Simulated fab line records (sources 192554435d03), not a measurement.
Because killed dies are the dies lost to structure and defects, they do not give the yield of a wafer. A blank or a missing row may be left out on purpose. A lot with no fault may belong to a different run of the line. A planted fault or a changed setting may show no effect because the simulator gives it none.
Tool commonality check	flow n5Finfet	27 wafers sampled across 9 lots

== REASON IT WAS OPENED ==
At N5_PMOS_HMC_CHANNEL_EPI_THK_MEAS_22 the reading HMC_CMP_THK is flagged on 2 of 9 lots. No-fault wafers: 53.7 nm, standard deviation 0.8.
Rule: flag the lot when none of its wafers has a number, or when each of its wafers that has one lies beyond 4 standard deviations from that mean. As for the other lots, they are considered sound.

lot	measured	on	HMC_CMP_THK (nm), wafer by wafer	flag
L556	day 2 07:59	filmMetro-02	54.4 54.5 54.4	
L558	day 2 20:53	filmMetro-01	54.8 54.3 53.9	
L560	day 3 08:01	filmMetro-02	54.5 55.3 54.5	
L563	day 4 02:12	filmMetro-01	54.1 53.7 54.3	
L567	day 5 02:01	filmMetro-02	45.6 45.5 45.5	FLAGGED
L568	day 5 08:59	filmMetro-01	45.5 46.4 46.2	FLAGGED
L573	day 6 13:53	filmMetro-02	54.2 53.7 53.5	
L574	day 6 20:08	filmMetro-02	53.6 54.1 53.4	
L577	day 7 13:50	filmMetro-01	52.0 52.2 52.6	
The mean of the flagged lots' numbers is 45.8 nm, -7.9 nm from the usual (-10 standard deviations).

== WHICH TOOL EACH LOT WENT THROUGH ==
The record holds 2 process steps before the reading, out of a route of 1938 steps. Read each cell as the tool, then ch plus the chambers that the sampled wafers visited, then the start.
lot	flag	N5_ZERO_LAYER_STRIP_24	N5_PMOS_HMC_CHANNEL_EPI_FIN_RECESS_16
L556		plasmaAsher-01 ch 0,1, day 2 00:58	rieSi-05 ch 0,2,3, day 2 05:46
L558		plasmaAsher-01 ch 0,1, day 2 13:22	rieSi-03 ch 0,3, day 2 18:49
L560		plasmaAsher-01 ch 0,1, day 3 01:05	rieSi-04 ch 2,3, day 3 05:49
L563		plasmaAsher-01 ch 0,1, day 3 19:01	rieSi-05 ch 0,2, day 3 23:59
L567	FLAGGED	plasmaAsher-02 ch 0,1, day 4 19:21	rieSi-05 ch 0,3, day 5 00:13
L568	FLAGGED	plasmaAsher-02 ch 0,1, day 5 01:21	rieSi-05 ch 0,1,2, day 5 06:43
L573		plasmaAsher-01 ch 0,1, day 6 07:03	rieSi-03 ch 0,2,3, day 6 11:41
L574		plasmaAsher-01 ch 0,1, day 6 13:02	rieSi-03 ch 0,1,2, day 6 18:20
L577		plasmaAsher-01 ch 0,1, day 7 07:02	rieSi-04 ch 0,1, day 7 12:01
What is done by these steps:
- N5_ZERO_LAYER_STRIP_24: strips in O2.
- N5_PMOS_HMC_CHANNEL_EPI_FIN_RECESS_16: chemistry HBr/Cl2, target Si, target depth 54 nm, time 18 s.
- N5_PMOS_HMC_CHANNEL_EPI_THK_MEAS_22

== FLAGGED AGAINST TOTAL, ONE TOOL AT A TIME (gauges that did the reading follow at the end) ==
step	tool	lots run	flagged	share of the flagged lots	sound lots run after its first flagged lot
N5_ZERO_LAYER_STRIP_24	plasmaAsher-01	7	0	none	-
N5_ZERO_LAYER_STRIP_24	plasmaAsher-02	2	2	all	0
N5_PMOS_HMC_CHANNEL_EPI_FIN_RECESS_16	rieSi-03	3	0	none	-
N5_PMOS_HMC_CHANNEL_EPI_FIN_RECESS_16	rieSi-04	2	0	none	-
N5_PMOS_HMC_CHANNEL_EPI_FIN_RECESS_16	rieSi-05	4	2	all	0
N5_PMOS_HMC_CHANNEL_EPI_THK_MEAS_22	filmMetro-01	4	1	some	1 (L577)
N5_PMOS_HMC_CHANNEL_EPI_THK_MEAS_22	filmMetro-02	5	1	some	2 (L573,L574)

== WHAT THE TABLE ALLOWS ==
In 2 table rows, all flagged lots were run: plasmaAsher-02 (N5_ZERO_LAYER_STRIP_24), rieSi-05 (N5_PMOS_HMC_CHANNEL_EPI_FIN_RECESS_16).
- plasmaAsher-02 at N5_ZERO_LAYER_STRIP_24 ran 2 lots, 2 of them flagged. It ran no sound lot before its first flagged lot in this sample, so the start can't be narrowed down.
- rieSi-05 at N5_PMOS_HMC_CHANNEL_EPI_FIN_RECESS_16 ran 4 lots, 2 of them flagged. Last sound lot L563 at day 3 23:59, first flagged lot L567 at day 5 00:13; a fault beginning in between fits. On the flagged lots its readings are blank where sound lots have values: rfFwdPowerW.
Counting lots can't tell these 2 tools apart, because each fits a fault that began at some hour. More lots, or a look at what each step does to the wafer, might.

== WHAT THE SIMULATOR HAD INSERTED ==
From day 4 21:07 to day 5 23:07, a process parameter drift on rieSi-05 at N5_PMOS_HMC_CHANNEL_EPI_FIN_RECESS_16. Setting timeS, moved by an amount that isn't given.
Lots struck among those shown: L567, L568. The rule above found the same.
